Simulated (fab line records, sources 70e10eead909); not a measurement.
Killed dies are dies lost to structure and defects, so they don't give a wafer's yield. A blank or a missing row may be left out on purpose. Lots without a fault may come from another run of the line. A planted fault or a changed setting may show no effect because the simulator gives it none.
Chamber matching | flow nand_harc | NHARC_A_STAIRCASE_TRIM_12 on rie_diel-12: 4 sister chambers
The step chemistry O2, time 211.2 s. 4 wafers are shown with their chamber, then 8 later ones without.

WAFERS WITH THEIR CHAMBER
wafer  | chamber | showerhead_plenum_p_Torr (Torr)
L091.1 | 1       | 3.78
L091.4 | 0       | 3.65
L091.6 | 2       | 3.34
L092.1 | 3       | 3.63

WAFERS WITHOUT THEIR CHAMBER
wafer  | showerhead_plenum_p_Torr (Torr)
L092.3 | 3.34
L092.4 | 3.65
L097.2 | 3.62
L097.4 | 3.65
L097.6 | 3.65
L095.1 | 3.78
L095.3 | 3.65
L095.6 | 3.65

WHICH CHAMBER EACH WENT THROUGH
wafer  | from the rows above | in truth
L092.3 | 2                   | 2
L092.4 | 0                   | 0
L097.2 | 3                   | 3
L097.4 | 0                   | 0
L097.6 | 0                   | 0
L095.1 | 1                   | 1
L095.3 | 0                   | 0
L095.6 | 0                   | 0
Placed correctly: 8 of 8. Can't be placed from these rows: 0. Placed wrongly: 0.
How it was worked out, from the rows above alone: a wafer's distance from a chamber is the root of the sum, over the readings, of the square of ((its reading less the chamber's mean) divided by the reading's scatter). The wafer belongs to the nearest chamber; if the next one is less than 2 further off, it can't be placed. A chamber's mean is the mean of its shown wafers. The scatter: with one shown wafer a chamber, the root of the mean of the squares of how far each hidden wafer lies from its nearest shown one.
